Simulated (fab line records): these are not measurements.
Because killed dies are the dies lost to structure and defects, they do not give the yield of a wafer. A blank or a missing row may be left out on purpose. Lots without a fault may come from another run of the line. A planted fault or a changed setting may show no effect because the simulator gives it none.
The tool behind it: which one? | flow nand_harc | 30 wafers from 10 lots sampled at 6 of the route's 1302 steps

WHAT THE GAUGES SHOWED, per wafer
NHARC_A_SLIT_CD_MEAS_09 targets a cd of 300 nm. Usual: 299.8 nm for cd_nm, sd 0.48.
lot  | measured     | on        | cd_nm (nm)                          | flag
L183 | day 20 02:32 | cd_sem-02 | 300.1 299.8 300.4                   |
L188 | day 21 16:52 | cd_sem-03 | 298.7 299.6 299.8                   |
L190 | day 23 06:07 | cd_sem-01 | 298.2 299.4 299.3                   |
L191 | day 23 13:38 | cd_sem-01 | 305.3 304.7 305.4 305.4 304.9 305.2 | OFF
L192 | day 23 13:40 | cd_sem-03 | 305.2 305.1 304.3 305.1 304.8 304.8 | OFF
L194 | day 24 03:18 | cd_sem-01 | 303.3 302.7 302.9 303.3 302.9 303.4 | OFF
L195 | day 25 06:07 | cd_sem-02 | 299.5 299.8 299.6                   |
L197 | day 25 03:13 | cd_sem-03 | 302.7 303.2 303.5 302.2 303.3 303.0 | OFF
L202 | day 27 15:53 | cd_sem-02 | 299.6 300.4 299.6                   |
L203 | day 28 09:05 | cd_sem-02 | 299.8 299.7 300.3                   |

NHARC_END_SORT_01. Usual: killed_at_array 60, standard deviation 21; killed_at_other 1.0, standard deviation 1.2; killed_at_periphery 4.2, standard deviation 2.8; killed_dies 65, standard deviation 20; killed_open 3.1, standard deviation 1.8; killed_short 2.6, standard deviation 1.6.
lot  | measured     | on        | killed_at_array | killed_at_other | killed_at_periphery | killed_dies | killed_open | killed_short | flag
L188 | day 26 09:59 | prober-01 | 38 48 48        | 4 3 1           | 3 0 4               | 45 51 53    | 5 3 3       | 1 2 4        |
L190 | day 28 08:25 | prober-01 | 69 85 83        | 6 0 1           | 2 1 2               | 77 86 86    | 6 5 3       | 2 1 3        |
L191 | day 29 03:54 | prober-01 | 51 56 48        | 0 2 0           | 3 4 4               | 54 62 52    | 0 4 2       | 3 3 4        |
L192 | day 28 00:35 | prober-02 | 46 62 62        | 1 1 2           | 4 2 2               | 51 65 66    | 1 3 5       | 2 5 2        |
L194 | day 29 14:49 | prober-01 | 73 58 55        | 0 0 0           | 3 0 0               | 76 58 55    | 2 1 1       | 4 2 2        |
L197 | day 30 17:27 | prober-02 | 36 34 31        | 0 0 0           | 5 2 4               | 41 36 35    | 6 0 1       | 5 5 3        |
L202 | day 32 19:14 | prober-01 | 65 71 88        | 0 0 0           | 5 6 4               | 70 77 92    | 3 3 3       | 0 0 2        |
L203 | day 33 10:50 | prober-01 | 15 22 19        | 1 2 3           | 4 9 9               | 20 33 31    | 2 4 5       | 2 3 2        |

TOOL THAT RAN EACH LOT (tool first, then ch and the chambers of the sampled wafers, then the start)
lot  | NHARC_A_SGD_CUT_ETCH_15                       | NHARC_A_SGD_CUT_ETCHBACK_24        | NHARC_A_SLIT_EXPOSE_06             | NHARC_A_SLIT_ETCH_26
L183 | rie_diel-13 ch 1,3, day 19 20:42 or earlier   | rie_diel-13 ch 0,3, day 19 20:42   | arfi_scanner-02 ch 0, day 20 02:24 | har_etch-01 ch 0,1, day 20 11:16
L188 | rie_diel-13 ch 0,1, day 21 10:05 or earlier   | rie_diel-12 ch 0,2,3, day 21 10:05 | arfi_scanner-02 ch 0, day 21 16:44 | har_etch-01 ch 0,1, day 21 21:56
L190 | rie_diel-02 ch 1,2,3, day 23 00:59 or earlier | rie_diel-02 ch 1,2,3, day 23 00:59 | arfi_scanner-02 ch 0, day 23 05:59 | har_etch-01 ch 0,1, day 23 11:25
L191 | rie_diel-13 ch 0,1,2, day 23 06:58 or earlier | rie_diel-02 ch 0,1,2, day 23 06:58 | arfi_scanner-02 ch 0, day 23 13:29 | har_etch-02 ch 0, day 23 22:43
L192 | rie_diel-12 ch 2,3, day 23 07:07 or earlier   | rie_diel-12 ch 0,1,3, day 23 07:07 | arfi_scanner-02 ch 0, day 23 13:31 | har_etch-01 ch 0,1, day 23 20:30
L194 | rie_diel-02 ch 1,3, day 23 22:01 or earlier   | rie_diel-13 ch 2,3, day 23 22:01   | arfi_scanner-02 ch 0, day 24 03:10 | har_etch-02 ch 0,1, day 24 12:23
L195 | rie_diel-02 ch 0,2,3, day 24 22:13 or earlier | rie_diel-13 ch 0,2, day 24 22:13   | arfi_scanner-01 ch 0, day 25 05:58 | har_etch-01 ch 0,1, day 25 11:17
L197 | rie_diel-02 ch 0,2, day 24 22:13 or earlier   | rie_diel-12 ch 0,2, day 24 22:13   | arfi_scanner-02 ch 0, day 25 03:04 | har_etch-02 ch 0,1, day 25 15:40
L202 | rie_diel-13 ch 1,2,3, day 27 08:50 or earlier | rie_diel-13 ch 0,2,3, day 27 08:50 | arfi_scanner-01 ch 0, day 27 15:44 | har_etch-01 ch 0,1, day 27 21:55
L203 | rie_diel-13 ch 0,1,3, day 28 03:12 or earlier | rie_diel-12 ch 0,2, day 28 03:12   | arfi_scanner-01 ch 0, day 28 08:57 | har_etch-02 ch 0,1, day 28 14:10
- NHARC_A_SGD_CUT_ETCH_15: etches the open film in CH3F/O2, target depth 75 nm, time 64.3 s.
- NHARC_A_SGD_CUT_ETCHBACK_24: etches the open film in CH3F/O2, target depth 50 nm, time 92.857 s.
- NHARC_A_SLIT_EXPOSE_06: exposes mask SLIT.
- NHARC_A_SLIT_ETCH_26: etches the open film in C4F8/O2/Ar, time 90 s, target depth 400 nm.

AS READ BY THE TOOLS THEMSELVES (means over the sampled wafers that have a number; for cases with no such wafer, the mark the record gives instead)
NHARC_A_SGD_CUT_ETCH_15. Usual: ch3f_flow_sccm 50.01 sccm, standard deviation 0.14; drypump_motor_current_A 6.12 A, standard deviation 0.28; oes_product_au 0.961 a.u., standard deviation 0.019; rf_vpp_V 264.8 V, standard deviation 1.6; showerhead_plenum_p_Torr 2.52 Torr, standard deviation 0.092; throttle_valve_pct 20.663 %, standard deviation 0.0089.
lot  | tool        | ch3f_flow_sccm (sccm) | drypump_motor_current_A (A) | oes_product_au (a.u.) | rf_vpp_V (V) | showerhead_plenum_p_Torr (Torr) | throttle_valve_pct (%) | flag
L183 | rie_diel-13 | 49.92                 | 6.19                        | 0.978                 | 265.2        | 2.59                            | 20.674                 |
L188 | rie_diel-13 | 50.13                 | 6.38                        | 0.976                 | 265.1        | 2.50                            | 20.662                 |
L190 | rie_diel-02 | 50.00                 | 6.17                        | 0.963                 | 266.2        | 2.60                            | 20.668                 |
L191 | rie_diel-13 | 50.07                 | 6.20                        | 0.976                 | 264.6        | 2.47                            | 20.663                 |
L192 | rie_diel-12 | 49.98                 | 6.42                        | 0.927                 | 263.5        | 2.41                            | 20.659                 |
L194 | rie_diel-02 | 49.82                 | 6.19                        | 0.963                 | 265.9        | 2.62                            | 20.667                 |
L195 | rie_diel-02 | 49.90                 | 5.97                        | 0.973                 | 265.3        | 2.56                            | 20.657                 |
L197 | rie_diel-02 | 50.20                 | 5.94                        | 0.963                 | 264.4        | 2.55                            | 20.666                 |
L202 | rie_diel-13 | 49.95                 | 6.01                        | 0.922                 | 265.8        | 2.55                            | 20.660                 |
L203 | rie_diel-13 | 49.97                 | 6.26                        | 0.966                 | 264.8        | 2.52                            | 20.652                 |

NHARC_A_SGD_CUT_ETCHBACK_24. Usual: ch3f_flow_sccm 49.99 sccm, standard deviation 0.15; drypump_motor_current_A 6.15 A, standard deviation 0.28; oes_product_au 0.96 a.u., standard deviation 0.036; rf_vpp_V 244.9 V, standard deviation 1.5; showerhead_plenum_p_Torr 2.51 Torr, standard deviation 0.099; throttle_valve_pct 20.662 %, standard deviation 0.0086.
lot  | tool        | ch3f_flow_sccm (sccm) | drypump_motor_current_A (A) | oes_product_au (a.u.) | rf_vpp_V (V) | showerhead_plenum_p_Torr (Torr) | throttle_valve_pct (%) | flag
L183 | rie_diel-13 | 49.92                 | 6.36                        | 0.93                  | 245.3        | 2.47                            | 20.660                 |
L188 | rie_diel-12 | 50.07                 | 6.34                        | 0.99                  | 244.4        | 2.45                            | 20.669                 |
L190 | rie_diel-02 | 49.92                 | 6.17                        | 0.92                  | 246.3        | 2.60                            | 20.665                 |
L191 | rie_diel-02 | 49.97                 | 6.06                        | 0.99                  | 245.3        | 2.55                            | 20.666                 |
L192 | rie_diel-12 | 50.01                 | 6.14                        | 0.92                  | 245.2        | 2.48                            | 20.656                 |
L194 | rie_diel-13 | 50.01                 | 5.83                        | 1.00                  | 245.3        | 2.57                            | 20.657                 |
L195 | rie_diel-13 | 50.05                 | 6.30                        | 1.00                  | 244.2        | 2.41                            | 20.666                 |
L197 | rie_diel-12 | 49.99                 | 6.28                        | 1.00                  | 243.2        | 2.38                            | 20.669                 |
L202 | rie_diel-13 | 50.00                 | 6.10                        | 0.93                  | 244.5        | 2.49                            | 20.664                 |
L203 | rie_diel-12 | 50.01                 | 6.26                        | 1.00                  | 243.8        | 2.48                            | 20.668                 |

NHARC_A_SLIT_EXPOSE_06. Usual: 60.83 for exposure_dose_mJ_cm2, sd 0.063.
lot  | tool            | exposure_dose_mJ_cm2 | flag
L183 | arfi_scanner-02 | 60.85                |
L188 | arfi_scanner-02 | 60.88                |
L190 | arfi_scanner-02 | 60.94                |
L191 | arfi_scanner-02 | 67.35                | OFF
L192 | arfi_scanner-02 | 67.30                | OFF
L194 | arfi_scanner-02 | 64.93                | OFF
L195 | arfi_scanner-01 | 60.80                |
L197 | arfi_scanner-02 | 64.11                | OFF
L202 | arfi_scanner-01 | 60.69                |
L203 | arfi_scanner-01 | 60.80                |

NHARC_A_SLIT_ETCH_26. Usual: drypump_motor_current_A 5.6 A, standard deviation 0.55; showerhead_plenum_p_Torr 3.71 Torr, standard deviation 0.19; throttle_valve_pct 27.618 %, standard deviation 0.0083.
lot  | tool        | drypump_motor_current_A (A) | showerhead_plenum_p_Torr (Torr) | throttle_valve_pct (%) | flag
L183 | har_etch-01 | 5.1                         | 3.62                            | 27.623                 |
L188 | har_etch-01 | 5.1                         | 3.56                            | 27.610                 |
L190 | har_etch-01 | 5.1                         | 3.55                            | 27.613                 |
L191 | har_etch-02 | 6.4                         | 3.93                            | 27.621                 |
L192 | har_etch-01 | 5.1                         | 3.54                            | 27.626                 |
L194 | har_etch-02 | 6.3                         | 3.92                            | 27.616                 |
L195 | har_etch-01 | 5.1                         | 3.58                            | 27.617                 |
L197 | har_etch-02 | 6.2                         | 3.91                            | 27.621                 |
L202 | har_etch-01 | 5.1                         | 3.57                            | 27.625                 |
L203 | har_etch-02 | 6.1                         | 3.89                            | 27.624                 |

THE ANSWER, worked out from the rows above alone
Rule: take the mean of a lot's wafers that have a number; if it is more than 3 standard deviations from the usual mean, the lot is off. A lot without any number at a reading at which 4 lots or more have one is off too. Any other lot the step has rows for is counted as sound. First the gauges in route order, then the tools' own readings, where a lot's mean is used as printed above. At the first step where some lot is off, the reading lying furthest off is the one used; lots without a number count as furthest.
Off: L191, L192, L194, L197, at NHARC_A_SLIT_CD_MEAS_09 (cd_nm).
If a tool, at a process step before that reading, ran all the lots that are off and no sound lot after the first of them, it fits. The gauges at NHARC_A_SLIT_CD_MEAS_09 aren't tried: what is off there is off at NHARC_A_SLIT_EXPOSE_06 too, on other tools, and a gauge's error can't cause that. NHARC_A_SGD_CUT_ETCH_15 gives no start for some lots, so the hours and the order of its lots are those of NHARC_A_SGD_CUT_ETCHBACK_24. One fits: arfi_scanner-02 at NHARC_A_SLIT_EXPOSE_06. A fault onset in the window from L190 (day 23 05:59, its last sound lot) to L191 (day 23 13:29, its first lot off) fits.
On the lots that are off, the tool's own readings at NHARC_A_SLIT_EXPOSE_06 differ by more than 5 times the standard deviation of the sound lots' means, which bears it out; exposure_dose_mJ_cm2 reads 65.92 there versus 60.83 on the sound lots.

WHAT WAS PUT IN BY THE SIMULATOR
Process parameters drifting: arfi_scanner-02 at NHARC_A_SLIT_EXPOSE_06, beginning at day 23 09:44. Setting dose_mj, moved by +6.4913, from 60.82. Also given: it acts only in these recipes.
Lots struck among those shown: L191, L192, L194, L197. The rule above reached the same finding.
